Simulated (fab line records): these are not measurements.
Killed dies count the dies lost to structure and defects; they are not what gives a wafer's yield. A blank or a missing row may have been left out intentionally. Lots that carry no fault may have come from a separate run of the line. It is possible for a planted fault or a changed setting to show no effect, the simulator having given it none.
Which tool is to blame? / flow nandHarc / 14 lots, 42 wafers sampled, at 6 steps of a route of 1302

## WHAT THE GAUGES SHOWED, per wafer
NHARC_P_CONTACT_CD_MEAS_12: target cd 90 nm.
lot=L171; measured=day 6 01:12; on=cdSem-03; cdNm (nm)=89.5 89.9 90.5
lot=L172; measured=day 6 06:44; on=cdSem-02; cdNm (nm)=89.7 90.2 89.7
lot=L173; measured=day 6 16:34; on=cdSem-01; cdNm (nm)=90.0 90.1 90.0
lot=L174; measured=day 7 07:28; on=cdSem-01; cdNm (nm)=90.0 90.5 90.7
lot=L175; measured=day 7 19:50; on=cdSem-02; cdNm (nm)=90.1 90.9 89.8
lot=L177; measured=day 8 17:16; on=cdSem-03; cdNm (nm)=90.3 90.5 90.7
lot=L178; measured=day 9 00:33; on=cdSem-02; cdNm (nm)=89.8 89.9 89.8
lot=L183; measured=day 10 20:41; on=cdSem-03; cdNm (nm)=99.2 98.7 98.0
lot=L185; measured=day 11 19:43; on=cdSem-03; cdNm (nm)=99.4 99.6 99.2
lot=L188; measured=day 13 00:38; on=cdSem-02; cdNm (nm)=90.1 90.7 90.5
lot=L190; measured=day 13 17:04; on=cdSem-03; cdNm (nm)=90.2 91.2 90.6
lot=L191; measured=day 14 03:25; on=cdSem-01; cdNm (nm)=90.6 89.1 90.7
lot=L193; measured=day 14 19:13; on=cdSem-02; cdNm (nm)=90.2 90.6 90.6
lot=L192; measured=day 14 20:02; on=cdSem-02; cdNm (nm)=89.4 91.2 90.1

NHARC_P_CONTACT_CD_MEAS_19.
lot=L171; measured=day 6 02:37; on=cdSem-01; cdNm (nm)=88.2 89.9 89.2
lot=L172; measured=day 6 07:48; on=cdSem-01; cdNm (nm)=88.9 91.0 89.1
lot=L173; measured=day 6 17:38; on=cdSem-02; cdNm (nm)=91.1 92.3 91.9
lot=L174; measured=day 7 08:31; on=cdSem-03; cdNm (nm)=86.9 90.0 89.5
lot=L175; measured=day 7 20:53; on=cdSem-01; cdNm (nm)=91.3 90.9 91.6
lot=L177; measured=day 8 18:19; on=cdSem-03; cdNm (nm)=90.9 88.1 91.0
lot=L178; measured=day 9 01:37; on=cdSem-01; cdNm (nm)=86.4 86.9 90.4
lot=L183; measured=day 10 21:44; on=cdSem-03; cdNm (nm)=101.9 96.4 96.4
lot=L185; measured=day 11 20:46; on=cdSem-02; cdNm (nm)=98.2 97.6 98.0
lot=L188; measured=day 13 01:43; on=cdSem-03; cdNm (nm)=89.5 90.4 88.8
lot=L190; measured=day 13 18:07; on=cdSem-01; cdNm (nm)=89.9 90.5 89.4
lot=L191; measured=day 14 04:29; on=cdSem-01; cdNm (nm)=91.9 87.5 92.2
lot=L193; measured=day 14 20:17; on=cdSem-01; cdNm (nm)=89.0 91.4 90.2
lot=L192; measured=day 14 21:06; on=cdSem-02; cdNm (nm)=88.9 89.9 92.3

## WHICH TOOL RAN EACH LOT (tool, then ch and the chambers of the sampled wafers, then the start)
lot=L171; NHARC_P_GATE_STRIP_75=plasmaAsher-02 ch 0,1, day 5 18:07; NHARC_P_GATE_STRIP_113=plasmaAsher-01 ch 0,1, day 5 21:03; NHARC_P_CONTACT_PEB_10=lithoTrack-01 ch 0, day 6 01:07; NHARC_P_CONTACT_DESCUM_17=rieDiel-09 ch 0,1,3, day 6 01:23
lot=L172; NHARC_P_GATE_STRIP_75=plasmaAsher-01 ch 0,1, day 5 23:30; NHARC_P_GATE_STRIP_113=plasmaAsher-01 ch 0,1, day 6 02:45; NHARC_P_CONTACT_PEB_10=lithoTrack-01 ch 0, day 6 06:40; NHARC_P_CONTACT_DESCUM_17=rieDiel-05 ch 0,3, day 6 06:55
lot=L173; NHARC_P_GATE_STRIP_75=plasmaAsher-01 ch 0,1, day 6 08:50; NHARC_P_GATE_STRIP_113=plasmaAsher-01 ch 0,1, day 6 12:06; NHARC_P_CONTACT_PEB_10=lithoTrack-04 ch 0, day 6 16:29; NHARC_P_CONTACT_DESCUM_17=rieDiel-09 ch 1,3, day 6 16:45
lot=L174; NHARC_P_GATE_STRIP_75=plasmaAsher-02 ch 0, day 7 00:14; NHARC_P_GATE_STRIP_113=plasmaAsher-02 ch 1, day 7 03:26; NHARC_P_CONTACT_PEB_10=lithoTrack-06 ch 0, day 7 07:22; NHARC_P_CONTACT_DESCUM_17=rieDiel-02 ch 0,1, day 7 07:38
lot=L175; NHARC_P_GATE_STRIP_75=plasmaAsher-02 ch 0,1, day 7 12:31; NHARC_P_GATE_STRIP_113=plasmaAsher-01 ch 0,1, day 7 16:02; NHARC_P_CONTACT_PEB_10=lithoTrack-04 ch 0, day 7 19:45; NHARC_P_CONTACT_DESCUM_17=rieDiel-02 ch 0,1,2, day 7 20:02
lot=L177; NHARC_P_GATE_STRIP_75=plasmaAsher-02 ch 0,1, day 8 09:52; NHARC_P_GATE_STRIP_113=plasmaAsher-01 ch 0,1, day 8 13:16; NHARC_P_CONTACT_PEB_10=lithoTrack-01 ch 0, day 8 17:11; NHARC_P_CONTACT_DESCUM_17=rieDiel-02 ch 0,3, day 8 17:26
lot=L178; NHARC_P_GATE_STRIP_75=plasmaAsher-01 ch 0,1, day 8 17:04; NHARC_P_GATE_STRIP_113=plasmaAsher-02 ch 0,1, day 8 20:25; NHARC_P_CONTACT_PEB_10=lithoTrack-01 ch 0, day 9 00:28; NHARC_P_CONTACT_DESCUM_17=rieDiel-02 ch 0,2,3, day 9 00:44
lot=L183; NHARC_P_GATE_STRIP_75=plasmaAsher-02 ch 0,1, day 10 13:18; NHARC_P_GATE_STRIP_113=plasmaAsher-02 ch 0,1, day 10 16:34; NHARC_P_CONTACT_PEB_10=lithoTrack-01 ch 0, day 10 20:37; NHARC_P_CONTACT_DESCUM_17=rieDiel-02 ch 0,1,3, day 10 20:53
lot=L185; NHARC_P_GATE_STRIP_75=plasmaAsher-01 ch 0,1, day 11 12:04; NHARC_P_GATE_STRIP_113=plasmaAsher-01 ch 0,1, day 11 15:35; NHARC_P_CONTACT_PEB_10=lithoTrack-01 ch 0, day 11 19:38; NHARC_P_CONTACT_DESCUM_17=rieDiel-02 ch 0,1, day 11 19:54
lot=L188; NHARC_P_GATE_STRIP_75=plasmaAsher-01 ch 0,1, day 12 16:46; NHARC_P_GATE_STRIP_113=plasmaAsher-01 ch 0,1, day 12 19:59; NHARC_P_CONTACT_PEB_10=lithoTrack-06 ch 0, day 13 00:34; NHARC_P_CONTACT_DESCUM_17=rieDiel-02 ch 0,1,2, day 13 00:49
lot=L190; NHARC_P_GATE_STRIP_75=plasmaAsher-02 ch 0,1, day 13 09:34; NHARC_P_GATE_STRIP_113=plasmaAsher-02 ch 0,1, day 13 13:14; NHARC_P_CONTACT_PEB_10=lithoTrack-04 ch 0, day 13 16:58; NHARC_P_CONTACT_DESCUM_17=rieDiel-05 ch 1,2, day 13 17:14
lot=L191; NHARC_P_GATE_STRIP_75=plasmaAsher-01 ch 0,1, day 13 20:31; NHARC_P_GATE_STRIP_113=plasmaAsher-01 ch 0,1, day 13 23:46; NHARC_P_CONTACT_PEB_10=lithoTrack-04 ch 0, day 14 03:20; NHARC_P_CONTACT_DESCUM_17=rieDiel-02 ch 0,1,3, day 14 03:38
lot=L193; NHARC_P_GATE_STRIP_75=plasmaAsher-02 ch 0,1, day 14 11:24; NHARC_P_GATE_STRIP_113=plasmaAsher-02 ch 0,1, day 14 15:05; NHARC_P_CONTACT_PEB_10=lithoTrack-04 ch 0, day 14 19:08; NHARC_P_CONTACT_DESCUM_17=rieDiel-02 ch 0,1,2, day 14 19:25
lot=L192; NHARC_P_GATE_STRIP_75=plasmaAsher-01 ch 0,1, day 14 12:43; NHARC_P_GATE_STRIP_113=plasmaAsher-01 ch 0,1, day 14 15:54; NHARC_P_CONTACT_PEB_10=lithoTrack-04 ch 0, day 14 19:58; NHARC_P_CONTACT_DESCUM_17=rieDiel-09 ch 0,1, day 14 20:14
- NHARC_P_GATE_STRIP_75: strips in O2.
- NHARC_P_GATE_STRIP_113: strips in N2/H2, time 740 s.
- NHARC_P_CONTACT_PEB_10: peb time 65 s.
- NHARC_P_CONTACT_DESCUM_17: chemistry O2, time 3 s.

## WHAT THE TOOLS THEMSELVES READ (means of the sampled wafers that have a number; where no wafer has one, the mark that the record gives instead)
NHARC_P_GATE_STRIP_75.
lot=L171; tool=plasmaAsher-02; drypumpMotorCurrentA (A)=5.76; heaterPowerW (W)=333; rfReflPowerW (W)=30
lot=L172; tool=plasmaAsher-01; drypumpMotorCurrentA (A)=5.40; heaterPowerW (W)=380; rfReflPowerW (W)=28
lot=L173; tool=plasmaAsher-01; drypumpMotorCurrentA (A)=5.50; heaterPowerW (W)=375; rfReflPowerW (W)=27
lot=L174; tool=plasmaAsher-02; drypumpMotorCurrentA (A)=5.70; heaterPowerW (W)=304; rfReflPowerW (W)=14
lot=L175; tool=plasmaAsher-02; drypumpMotorCurrentA (A)=5.71; heaterPowerW (W)=326; rfReflPowerW (W)=22
lot=L177; tool=plasmaAsher-02; drypumpMotorCurrentA (A)=5.74; heaterPowerW (W)=319; rfReflPowerW (W)=21
lot=L178; tool=plasmaAsher-01; drypumpMotorCurrentA (A)=5.50; heaterPowerW (W)=361; rfReflPowerW (W)=27
lot=L183; tool=plasmaAsher-02; drypumpMotorCurrentA (A)=5.76; heaterPowerW (W)=339; rfReflPowerW (W)=29
lot=L185; tool=plasmaAsher-01; drypumpMotorCurrentA (A)=5.51; heaterPowerW (W)=362; rfReflPowerW (W)=27
lot=L188; tool=plasmaAsher-01; drypumpMotorCurrentA (A)=5.50; heaterPowerW (W)=362; rfReflPowerW (W)=27
lot=L190; tool=plasmaAsher-02; drypumpMotorCurrentA (A)=5.72; heaterPowerW (W)=351; rfReflPowerW (W)=30
lot=L191; tool=plasmaAsher-01; drypumpMotorCurrentA (A)=5.40; heaterPowerW (W)=376; rfReflPowerW (W)=28
lot=L193; tool=plasmaAsher-02; drypumpMotorCurrentA (A)=5.72; heaterPowerW (W)=338; rfReflPowerW (W)=22
lot=L192; tool=plasmaAsher-01; drypumpMotorCurrentA (A)=5.50; heaterPowerW (W)=362; rfReflPowerW (W)=27

NHARC_P_GATE_STRIP_113.
lot=L171; tool=plasmaAsher-01; drypumpMotorCurrentA (A)=5.41; heaterPowerW (W)=103; rfReflPowerW (W)=28
lot=L172; tool=plasmaAsher-01; drypumpMotorCurrentA (A)=5.50; heaterPowerW (W)=98; rfReflPowerW (W)=27
lot=L173; tool=plasmaAsher-01; drypumpMotorCurrentA (A)=5.40; heaterPowerW (W)=104; rfReflPowerW (W)=27
lot=L174; tool=plasmaAsher-02; drypumpMotorCurrentA (A)=5.76; heaterPowerW (W)=95; rfReflPowerW (W)=38
lot=L175; tool=plasmaAsher-01; drypumpMotorCurrentA (A)=5.50; heaterPowerW (W)=98; rfReflPowerW (W)=27
lot=L177; tool=plasmaAsher-01; drypumpMotorCurrentA (A)=5.39; heaterPowerW (W)=103; rfReflPowerW (W)=28
lot=L178; tool=plasmaAsher-02; drypumpMotorCurrentA (A)=5.73; heaterPowerW (W)=85; rfReflPowerW (W)=22
lot=L183; tool=plasmaAsher-02; drypumpMotorCurrentA (A)=5.73; heaterPowerW (W)=86; rfReflPowerW (W)=22
lot=L185; tool=plasmaAsher-01; drypumpMotorCurrentA (A)=5.40; heaterPowerW (W)=104; rfReflPowerW (W)=28
lot=L188; tool=plasmaAsher-01; drypumpMotorCurrentA (A)=5.50; heaterPowerW (W)=97; rfReflPowerW (W)=27
lot=L190; tool=plasmaAsher-02; drypumpMotorCurrentA (A)=5.73; heaterPowerW (W)=89; rfReflPowerW (W)=22
lot=L191; tool=plasmaAsher-01; drypumpMotorCurrentA (A)=5.40; heaterPowerW (W)=102; rfReflPowerW (W)=28
lot=L193; tool=plasmaAsher-02; drypumpMotorCurrentA (A)=5.73; heaterPowerW (W)=94; rfReflPowerW (W)=30
lot=L192; tool=plasmaAsher-01; drypumpMotorCurrentA (A)=5.41; heaterPowerW (W)=101; rfReflPowerW (W)=28

NHARC_P_CONTACT_DESCUM_17.
lot=L171; tool=rieDiel-09; drypumpMotorCurrentA (A)=6.0; o2FlowSccm (sccm)=200.1; oesProductAu (a.u.)=1.008; rfVppV (V)=58.3; showerheadPlenumPTorr (Torr)=1.90; throttleValvePct (%)=11.308
lot=L172; tool=rieDiel-05; drypumpMotorCurrentA (A)=5.4; o2FlowSccm (sccm)=200.1; oesProductAu (a.u.)=0.996; rfVppV (V)=58.2; showerheadPlenumPTorr (Torr)=1.94; throttleValvePct (%)=11.314
lot=L173; tool=rieDiel-09; drypumpMotorCurrentA (A)=5.7; o2FlowSccm (sccm)=199.6; oesProductAu (a.u.)=1.007; rfVppV (V)=57.4; showerheadPlenumPTorr (Torr)=1.91; throttleValvePct (%)=11.316
lot=L174; tool=rieDiel-02; drypumpMotorCurrentA (A)=5.6; o2FlowSccm (sccm)=199.5; oesProductAu (a.u.)=0.987; rfVppV (V)=58.0; showerheadPlenumPTorr (Torr)=1.83; throttleValvePct (%)=11.309
lot=L175; tool=rieDiel-02; drypumpMotorCurrentA (A)=5.9; o2FlowSccm (sccm)=200.3; oesProductAu (a.u.)=0.994; rfVppV (V)=57.8; showerheadPlenumPTorr (Torr)=1.81; throttleValvePct (%)=11.310
lot=L177; tool=rieDiel-02; drypumpMotorCurrentA (A)=5.4; o2FlowSccm (sccm)=200.1; oesProductAu (a.u.)=0.995; rfVppV (V)=57.0; showerheadPlenumPTorr (Torr)=1.87; throttleValvePct (%)=11.311
lot=L178; tool=rieDiel-02; drypumpMotorCurrentA (A)=5.7; o2FlowSccm (sccm)=199.9; oesProductAu (a.u.)=0.990; rfVppV (V)=57.9; showerheadPlenumPTorr (Torr)=1.84; throttleValvePct (%)=11.308
lot=L183; tool=rieDiel-02; drypumpMotorCurrentA (A)=5.5; o2FlowSccm (sccm)=199.8; oesProductAu (a.u.)=0.997; rfVppV (V)=57.6; showerheadPlenumPTorr (Torr)=1.85; throttleValvePct (%)=11.306
lot=L185; tool=rieDiel-02; drypumpMotorCurrentA (A)=5.7; o2FlowSccm (sccm)=200.0; oesProductAu (a.u.)=1.001; rfVppV (V)=57.9; showerheadPlenumPTorr (Torr)=1.82; throttleValvePct (%)=11.318
lot=L188; tool=rieDiel-02; drypumpMotorCurrentA (A)=5.9; o2FlowSccm (sccm)=199.9; oesProductAu (a.u.)=1.008; rfVppV (V)=56.7; showerheadPlenumPTorr (Torr)=1.81; throttleValvePct (%)=11.309
lot=L190; tool=rieDiel-05; drypumpMotorCurrentA (A)=5.7; o2FlowSccm (sccm)=199.9; oesProductAu (a.u.)=1.010; rfVppV (V)=56.8; showerheadPlenumPTorr (Torr)=1.83; throttleValvePct (%)=11.304
lot=L191; tool=rieDiel-02; drypumpMotorCurrentA (A)=5.5; o2FlowSccm (sccm)=199.9; oesProductAu (a.u.)=0.990; rfVppV (V)=57.8; showerheadPlenumPTorr (Torr)=1.85; throttleValvePct (%)=11.317
lot=L193; tool=rieDiel-02; drypumpMotorCurrentA (A)=5.9; o2FlowSccm (sccm)=200.1; oesProductAu (a.u.)=0.996; rfVppV (V)=57.5; showerheadPlenumPTorr (Torr)=1.81; throttleValvePct (%)=11.313
lot=L192; tool=rieDiel-09; drypumpMotorCurrentA (A)=6.2; o2FlowSccm (sccm)=199.6; oesProductAu (a.u.)=1.014; rfVppV (V)=57.7; showerheadPlenumPTorr (Torr)=1.91; throttleValvePct (%)=11.304

## THE ANSWER, worked out from the rows above alone
Rule: the usual values come from the lots themselves. Put in order of their means at a reading, lots are off if they are a third of the lots or fewer, leave a main group of 4 or more, and stand apart from it by a gap of 3 or more times the standard deviation of the main group's means; of several such gaps the widest counts. If all means in a main group match to the digits the tables above print for the reading, that group is not used. Also off: a lot with no number at a reading for which 4 or more lots have one. The other lots that the step has rows for count as sound. First the gauges in route order, then the tools' own readings, where a lot's mean is used as printed above. At the first step where some lot is off, the reading lying furthest off is the one used; lots without a number count as furthest.
Off, at NHARC_P_CONTACT_CD_MEAS_12 on cdNm: L183, L185. Mean 90.2 nm and standard deviation 0.26 in the main group.
If a tool, at a process step before that reading, ran all the lots that are off and no sound lot after the first of them, it fits. The gauges at NHARC_P_CONTACT_CD_MEAS_12 are tried like those tools. One fits: NHARC_P_CONTACT_PEB_10 on lithoTrack-01. Its last sound lot is L178 (day 9 00:28), its first lot that is off L183 (day 10 20:37): a fault that began between those two fits.

## WHAT THE SIMULATOR HAD INSERTED
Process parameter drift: lithoTrack-01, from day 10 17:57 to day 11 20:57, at NHARC_P_CONTACT_PEB_10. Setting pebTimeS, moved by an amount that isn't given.
Shown lots that were struck: L183, L185. The rule given above showed the same thing.
